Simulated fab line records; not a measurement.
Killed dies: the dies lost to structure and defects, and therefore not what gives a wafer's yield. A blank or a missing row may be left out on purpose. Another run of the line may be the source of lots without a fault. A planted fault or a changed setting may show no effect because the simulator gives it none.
fab line records + flow n5Finfet + part 2 of 2: steps 19 to 26 of 26
[record]
- lots = 5
- wafers = 15
- lastDay = 17
route steps=1938 shown HKMG_FIN@447 GATE_CUT@465
lots that met no fault: taken from a fault-free run of the same line
startH: start of the lot's first displayed wafer, in hours after the record's first day + waitH: time in hours since the lot's previous step + " identical to the entry in the row above + L1.1+2: one row covering several wafers at once + - no value, or no start was given + * or withheld: withheld + < > ~ a bound
route shown NAME@n: NAME is a module with steps in the file, n the number in the route of the first one + usual: the fault-free wafers' mean and standard deviation + same: alike in all rows + chamber/n: place in a boat + sites: readings site by site + _std_site: their standard deviation + _edge_site: outer sites' mean less inner sites' + radiusMm: for every site, how far away it sits from the centre of the wafer + mask NAME#n: copy n + behind: tool/chamber where the wafer was last shaped + hold: reason for holding the lot/hours on hold/outcome of the hold + device: which transistor (n, p or np) failed to switch + end of line: tests of these same wafers at the route's end + for a step that has no rows: nothing shown but its recipe + killed: at the first sort, the dies lost to defects and structure; wafer yield is something else + map: a wafer's dies, x killed, . not, _ none there
set.NAME: the run value of the setting; set.NAME@STEP: its run value at that earlier step + model.NAME: the simulator's own value behind a step, which no gauge read
certain route steps with their lots: each step a table, each wafer a row
services: from which hour (startH, from the record's first day; less than 0 if before it) a tool's chamber was out of use, for how many hours, and why
[[steps]]
[step N5_GATE_CUT_ETCH_56]
[recipe]
- chemistry = Cl2/Ar
- target = TiN
- targetDepthA = 216
- pressureMtorr = 10
- icpW = 600
- biasW = 60
- Cl2_flow_sccm = 40
- Ar_flow_sccm = 60
[usual]
- drypumpMotorCurrentA = 5.6/0.46
- mfcCl2Sccm = 40.01/0.11
- oesProductAu = 0.75/0.098
- throttleValvePct = 20.77/0.2
| lot.wafer | tool        | chamber | startH | waitH | drypumpMotorCurrentA | mfcCl2Sccm | oesProductAu | rfHoursCounterH | throttleValvePct |
|-----------|-------------|---------|--------|-------|----------------------|------------|--------------|-----------------|------------------|
| L078.1    | rieMetal-01 | 1       | 109.49 | 0.1   | 5.0                  | 39.99      | 0.79         | 37              | 20.79            |
| L078.3    | "           | 1       | "      | "     | 5.0                  | 40.14      | 0.79         | -               | 20.79            |
| L078.5    | "           | 1       | "      | "     | 5.0                  | 40.09      | 0.79         | -               | 20.79            |
| L086.2    | rieMetal-02 | 1       | 154.29 | 0.1   | 5.4                  | 39.99      | 0.60         | 124             | 21.18            |
| L086.5    | "           | 0       | "      | "     | 5.2                  | 39.90      | 0.90         | -               | 20.61            |
| L086.6    | "           | 1       | "      | "     | 5.4                  | 39.90      | 0.60         | -               | 21.18            |
| L089.1    | rieMetal-01 | 1       | 176.37 | 0.1   | 5.0                  | 40.10      | 0.79         | 41              | 20.79            |
| L089.2    | "           | 0       | "      | "     | 5.5                  | 40.11      | 0.62         | 109             | 20.87            |
| L089.4    | "           | 0       | "      | "     | 5.5                  | 40.02      | 0.63         | -               | 20.84            |
| L090.2    | rieMetal-02 | 1       | 183.74 | 0.1   | 5.4                  | 39.96      | 0.59         | 127             | 21.19            |
| L090.3    | "           | 1       | "      | "     | 5.4                  | 40.02      | 0.59         | -               | 21.18            |
| L090.5    | "           | 1       | "      | "     | 5.4                  | 39.93      | 0.59         | -               | 21.17            |
| L095.1    | rieMetal-03 | 0       | 205.90 | 0.1   | 6.3                  | 40.06      | 0.78         | 40              | 20.49            |
| L095.3    | "           | 0       | "      | "     | 6.3                  | 39.89      | 0.78         | -               | 20.51            |
| L095.4    | "           | 1       | "      | "     | 6.0                  | 40.23      | 0.75         | -               | 20.78            |
[step N5_GATE_CUT_ETCHBACK_30]
[recipe]
- chemistry = Cl2/Ar
- target = TiN
- targetDepthA = 30
- mode = isotropic
- pressureMtorr = 10
- icpW = 600
- biasW = 60
- Cl2_flow_sccm = 40
- Ar_flow_sccm = 60
[usual]
- drypumpMotorCurrentA = 5.6/0.45
- mfcCl2Sccm = 40.01/0.12
- oesProductAu = 0.75/0.099
- throttleValvePct = 20.78/0.2
| lot.wafer | tool        | chamber | startH | waitH | drypumpMotorCurrentA | mfcCl2Sccm | oesProductAu | rfHoursCounterH | throttleValvePct |
|-----------|-------------|---------|--------|-------|----------------------|------------|--------------|-----------------|------------------|
| L078.1    | rieMetal-01 | 1       | 109.58 | 0.1   | 5.0                  | 40.13      | 0.80         | 37              | 20.77            |
| L078.3    | "           | 1       | "      | "     | 5.0                  | 40.14      | 0.81         | -               | 20.79            |
| L078.5    | "           | 1       | "      | "     | 5.0                  | 40.08      | 0.79         | -               | 20.79            |
| L086.2    | rieMetal-02 | 1       | 154.38 | 0.1   | 5.4                  | 39.90      | 0.60         | 124             | 21.19            |
| L086.5    | "           | 0       | "      | "     | 5.3                  | 40.13      | 0.91         | -               | 20.61            |
| L086.6    | "           | 1       | "      | "     | 5.4                  | 40.06      | 0.60         | -               | 21.19            |
| L089.1    | rieMetal-01 | 1       | 176.46 | 0.1   | 5.0                  | 40.13      | 0.80         | 41              | 20.77            |
| L089.2    | "           | 0       | "      | "     | 5.5                  | 40.09      | 0.63         | 109             | 20.86            |
| L089.4    | "           | 0       | "      | "     | 5.5                  | 39.95      | 0.63         | -               | 20.85            |
| L090.2    | rieMetal-02 | 1       | 183.83 | 0.1   | 5.4                  | 39.99      | 0.59         | 127             | 21.20            |
| L090.3    | "           | 1       | "      | "     | 5.4                  | 39.83      | 0.59         | -               | 21.19            |
| L090.5    | "           | 1       | "      | "     | 5.4                  | 40.09      | 0.59         | -               | 21.19            |
| L095.1    | rieMetal-03 | 0       | 205.99 | 0.1   | 6.3                  | 39.97      | 0.77         | 40              | 20.51            |
| L095.3    | "           | 0       | "      | "     | 6.3                  | 39.94      | 0.77         | -               | 20.50            |
| L095.4    | "           | 1       | "      | "     | 6.0                  | 39.98      | 0.76         | -               | 20.80            |
[step N5_GATE_CUT_VAPOR_ETCH_60]
[recipe]
- chemistry = BCl3/Cl2
- target = HfO2
- mode = isotropic
[usual]
- drypumpMotorCurrentA = 5.6/0.45
- oesProductAu = 0.75/0.096
| lot.wafer | tool        | chamber | startH | waitH | drypumpMotorCurrentA | oesProductAu |
|-----------|-------------|---------|--------|-------|----------------------|--------------|
| L078.1    | rieMetal-01 | 1       | 109.61 | 0.0   | 5.0                  | 0.80         |
| L078.3    | "           | 1       | "      | "     | 5.0                  | 0.80         |
| L078.5    | "           | 1       | "      | "     | 5.0                  | 0.80         |
| L086.2    | rieMetal-02 | 1       | 154.41 | 0.0   | 5.4                  | 0.61         |
| L086.5    | "           | 0       | "      | "     | 5.3                  | 0.90         |
| L086.6    | "           | 1       | "      | "     | 5.4                  | 0.61         |
| L089.1    | rieMetal-01 | 1       | 176.49 | 0.0   | 5.0                  | 0.79         |
| L089.2    | "           | 0       | "      | "     | 5.5                  | 0.62         |
| L089.4    | "           | 0       | "      | "     | 5.5                  | 0.62         |
| L090.2    | rieMetal-02 | 1       | 183.86 | 0.0   | 5.4                  | 0.60         |
| L090.3    | "           | 1       | "      | "     | 5.4                  | 0.60         |
| L090.5    | "           | 1       | "      | "     | 5.4                  | 0.61         |
| L095.1    | rieMetal-03 | 0       | 206.02 | 0.0   | 6.3                  | 0.77         |
| L095.3    | "           | 0       | "      | "     | 6.3                  | 0.77         |
| L095.4    | "           | 1       | "      | "     | 6.0                  | 0.77         |
[step N5_GATE_CUT_ETCH_58]
[recipe]
- chemistry = CH3F/O2
- target = SiNx
- targetDepthA = 170
- timeS = 128.6
- ionEnergyEv = 50
- pressureMtorr = 30
- sourceW = 415
- biasW = 21
- Ar_flow_sccm = 150
- CH3F_flow_sccm = 30
- O2_flow_sccm = 20
[usual]
- CH3F_flow_sccm = 30.01/0.1
- drypumpMotorCurrentA = 5.7/0.43
- oesProductAu = 0.78/0.1
- rfVppV = 99.4/0.97
- showerheadPlenumPTorr = 2.03/0.07
- throttleValvePct = 16.34/0.26
| lot.wafer | tool       | chamber | startH | waitH | CH3F_flow_sccm | drypumpMotorCurrentA | oesProductAu | rfHoursCounterH | rfVppV | showerheadPlenumPTorr | throttleValvePct |
|-----------|------------|---------|--------|-------|----------------|----------------------|--------------|-----------------|--------|-----------------------|------------------|
| L078.1    | rieDiel-02 | 2       | 109.66 | 0.0   | 29.89          | 5.7                  | 0.96         | 10              | 99.9   | 2.14                  | 16.21            |
| L078.3    | "          | 0       | "      | "     | 29.75          | 5.7                  | 0.76         | 155             | 100.9  | 2.07                  | 16.52            |
| L078.5    | "          | 3       | "      | "     | 29.92          | 6.3                  | 0.78         | -               | 98.9   | 1.84                  | 16.34            |
| L086.2    | rieDiel-06 | 2       | 154.51 | 0.1   | 29.90          | 6.2                  | 0.71         | 203             | 99.6   | 2.05                  | 16.06            |
| L086.5    | "          | 2       | "      | "     | 29.92          | 6.2                  | 0.70         | -               | 98.7   | 2.05                  | 16.05            |
| L086.6    | "          | 0       | "      | "     | 30.00          | 5.5                  | 0.97         | -               | 99.5   | 1.96                  | 16.12            |
| L089.1    | rieDiel-01 | 0       | 176.54 | 0.0   | 29.98          | 5.9                  | 0.70         | 236             | 98.6   | 1.97                  | 16.70            |
| L089.2    | "          | 2       | "      | "     | 30.01          | 5.5                  | 0.74         | 209             | 98.8   | 2.08                  | 16.59            |
| L089.4    | "          | 2       | "      | "     | 29.94          | 5.5                  | 0.73         | -               | 99.5   | 2.08                  | 16.61            |
| L090.2    | rieDiel-06 | 3       | 183.91 | 0.0   | 30.01          | 5.1                  | 0.99         | 4               | 100.0  | 1.97                  | 16.21            |
| L090.3    | "          | 1       | "      | "     | 29.81          | 5.3                  | 0.82         | 68              | 99.1   | 2.10                  | 16.49            |
| L090.5    | "          | 1       | "      | "     | 29.92          | 5.2                  | 0.83         | -               | 99.3   | 2.10                  | 16.47            |
| L095.1    | rieDiel-01 | 3       | 206.09 | 0.1   | 30.00          | 6.4                  | 0.90         | 10              | 100.9  | 2.03                  | 15.71            |
| L095.3    | "          | 0       | "      | "     | 30.11          | 5.9                  | 0.68         | 248             | 98.2   | 1.96                  | 16.73            |
| L095.4    | "          | 1       | "      | "     | 29.91          | 5.2                  | 0.68         | 219             | 99.4   | 2.08                  | 16.64            |
[step N5_GATE_CUT_STRIP_59]
[recipe]
- chemistry = N2/H2
- timeS = 20
- powerW = 100
- tempC = 40
- pressureMtorr = 100
- rfFrequencyHz = 6e+07
- biasPowerW = 3
- n2FlowSccm = 300
- h2FlowSccm = 300
[usual]
- drypumpMotorCurrentA = 5.7/0.43
- oesProductAu = 0.77/0.097
- rfVppV = 45.4/0.87
- showerheadPlenumPTorr = 3.43/0.11
- throttleValvePct = 12.32/0.28
| lot.wafer | tool       | chamber | startH | waitH | drypumpMotorCurrentA | oesProductAu | rfHoursCounterH | rfVppV | showerheadPlenumPTorr | throttleValvePct |
|-----------|------------|---------|--------|-------|----------------------|--------------|-----------------|--------|-----------------------|------------------|
| L078.1    | rieDiel-02 | 2       | 109.77 | 0.1   | 5.7                  | 0.95         | 10              | 46.1   | 3.61                  | 12.20            |
| L078.3    | "          | 0       | "      | "     | 5.7                  | 0.75         | 155             | 46.0   | 3.55                  | 12.67            |
| L078.5    | "          | 3       | "      | "     | 6.3                  | 0.78         | -               | 44.6   | 3.13                  | 12.28            |
| L086.2    | rieDiel-06 | 2       | 154.61 | 0.1   | 6.2                  | 0.70         | 203             | 47.2   | 3.49                  | 12.22            |
| L086.5    | "          | 2       | "      | "     | 6.2                  | 0.70         | -               | 46.6   | 3.49                  | 12.21            |
| L086.6    | "          | 0       | "      | "     | 5.5                  | 0.94         | -               | 45.6   | 3.31                  | 11.92            |
| L089.1    | rieDiel-01 | 0       | 176.64 | 0.1   | 5.9                  | 0.71         | 236             | 46.4   | 3.38                  | 12.84            |
| L089.2    | "          | 2       | "      | "     | 5.5                  | 0.72         | 209             | 45.1   | 3.46                  | 12.47            |
| L089.4    | "          | 2       | "      | "     | 5.6                  | 0.72         | -               | 44.9   | 3.47                  | 12.48            |
| L090.2    | rieDiel-06 | 3       | 184.02 | 0.1   | 5.1                  | 1.00         | 4               | 44.4   | 3.34                  | 11.93            |
| L090.3    | "          | 1       | "      | "     | 5.2                  | 0.83         | 68              | 44.5   | 3.54                  | 12.31            |
| L090.5    | "          | 1       | "      | "     | 5.2                  | 0.83         | -               | 46.4   | 3.54                  | 12.29            |
| L095.1    | rieDiel-01 | 3       | 206.20 | 0.1   | 6.4                  | 0.89         | 10              | 44.6   | 3.46                  | 11.79            |
| L095.3    | "          | 0       | "      | "     | 5.9                  | 0.71         | 248             | 45.6   | 3.37                  | 12.89            |
| L095.4    | "          | 1       | "      | "     | 5.2                  | 0.68         | 219             | 45.6   | 3.48                  | 12.54            |
[step N5_GATE_CUT_PRECLEAN_31]
[recipe]
- tempC = 23
- chemistry = DIW
- timeS = 300
| lot.wafer  | tool        | chamber | startH | waitH |
|------------|-------------|---------|--------|-------|
| L078.1+3+5 | wetBench-04 | 7,6,4   | 109.85 | 0.1   |
| L086.2+5+6 | wetBench-04 | 5,7,6   | 154.70 | 0.1   |
| L089.1+2+4 | wetBench-04 | 4,5,7   | 176.72 | 0.1   |
| L090.2+3+5 | wetBench-04 | 1,6,0   | 184.10 | 0.1   |
| L095.1+3+4 | wetBench-01 | 6,7,2   | 206.28 | 0.1   |
[step N5_GATE_CUT_SRD_32]
[recipe]
- timeS = 30
- tempC = 23
- rinseLiquid = diw
- dry = ipaMarangoni
| lot.wafer  | tool        | chamber | startH | waitH |
|------------|-------------|---------|--------|-------|
| L078.1+3+5 | wetBench-04 | 7,6,4   | 109.94 | 0.0   |
| L086.2+5+6 | wetBench-04 | 5,7,6   | 154.79 | 0.0   |
| L089.1+2+4 | wetBench-04 | 4,5,7   | 176.81 | 0.0   |
| L090.2+3+5 | wetBench-04 | 1,6,0   | 184.19 | 0.0   |
| L095.1+3+4 | wetBench-01 | 6,7,2   | 206.36 | 0.0   |
[step N5_GATE_CUT_SAC_CAP_01]
[recipe]
- material = SiNx
- targetThkA = 240
- tempC = 400
- aldPrecursorFamily = SiH2I2
- aldCoReactant = N2/H2-plasma
- pulseTimeS = 1
- aldCycles = 480
- purgeTimeS = 2
- coReactantPurgeTimeS = 2
- pressureTorr = 2
[usual]
- heaterPowerW = 894/110
- precursorPulseHeightRel = 1.001/0.02
| lot.wafer | tool      | chamber | startH | waitH | heaterPowerW | precursorPulseHeightRel |
|-----------|-----------|---------|--------|-------|--------------|-------------------------|
| L078.1    | aldSin-01 | 2       | 110.05 | 0.1   | 743          | 0.973                   |
| L078.3    | "         | 0       | "      | "     | 903          | 0.998                   |
| L078.5    | "         | 3       | 111.13 | 1.2   | 850          | 0.987                   |
| L086.2    | aldSin-03 | 2       | 154.84 | 0.0   | 1006         | 1.007                   |
| L086.5    | "         | 1       | 155.93 | 1.1   | 1099         | 0.978                   |
| L086.6    | "         | 2       | "      | "     | 974          | 0.958                   |
| L089.1    | aldSin-01 | 1       | 176.85 | 0.0   | 814          | 0.977                   |
| L089.2    | "         | 2       | "      | "     | 762          | 0.960                   |
| L089.4    | "         | 3       | "      | "     | 866          | 1.021                   |
| L090.2    | aldSin-03 | 1       | 184.24 | 0.0   | 1089         | 1.002                   |
| L090.3    | "         | 3       | "      | "     | 862          | 1.017                   |
| L090.5    | "         | 2       | 185.33 | 1.1   | 987          | 1.013                   |
| L095.1    | aldSin-01 | 0       | 206.88 | 0.5   | 913          | 0.981                   |
| L095.3    | "         | 2       | "      | "     | 760          | 1.026                   |
| L095.4    | "         | 0       | 207.96 | 1.6   | 951          | 1.024                   |
[[services]]
| tool           | chamber | startH | hours | kind   |
|----------------|---------|--------|-------|--------|
| cvdW-02        | -       | 87.57  | 0.8   | repair |
| plasmaAsher-01 | -       | 96.73  | 40.1  | repair |
| aldMetal-02    | 1       | 99.56  | 10.5  | repair |
| wetBench-02    | -       | 99.59  | 1.9   | pm     |
| rieDiel-04     | -       | 102.73 | 1.1   | repair |
| wetBench-03    | -       | 103.97 | 2.4   | repair |
| aldMetal-02    | 3       | 107.14 | 4.9   | repair |
| rieDiel-01     | 1       | 109.26 | 19.6  | repair |
| cvdW-02        | -       | 109.49 | 2.8   | pm     |
| rieMetal-01    | 0       | 111.16 | 7.1   | repair |
| aldMetal-03    | 2       | 112.37 | 26.4  | repair |
| rieDiel-01     | 0       | 121.21 | 7.5   | repair |
| cvdW-02        | -       | 125.32 | 3.8   | pm     |
| rieDiel-05     | 2       | 126.24 | 11.1  | repair |
| cmp-03         | -       | 127.42 | 2.5   | repair |
| cmp-01         | -       | 127.62 | 1.1   | repair |
| rieMetal-01    | -       | 133.84 | 1.4   | pm     |
| aldMetal-03    | 0       | 136.44 | 27.4  | repair |
| rieMetal-01    | -       | 143.50 | 28.1  | pm     |
| rieDiel-01     | 3       | 148.32 | 7.9   | repair |
| cmp-01         | -       | 173.37 | 2.0   | repair |
| wetBench-03    | -       | 177.77 | 0.7   | repair |
| cmp-03         | -       | 191.33 | 3.6   | pm     |
| cvdW-02        | 1       | 202.79 | 1.5   | repair |
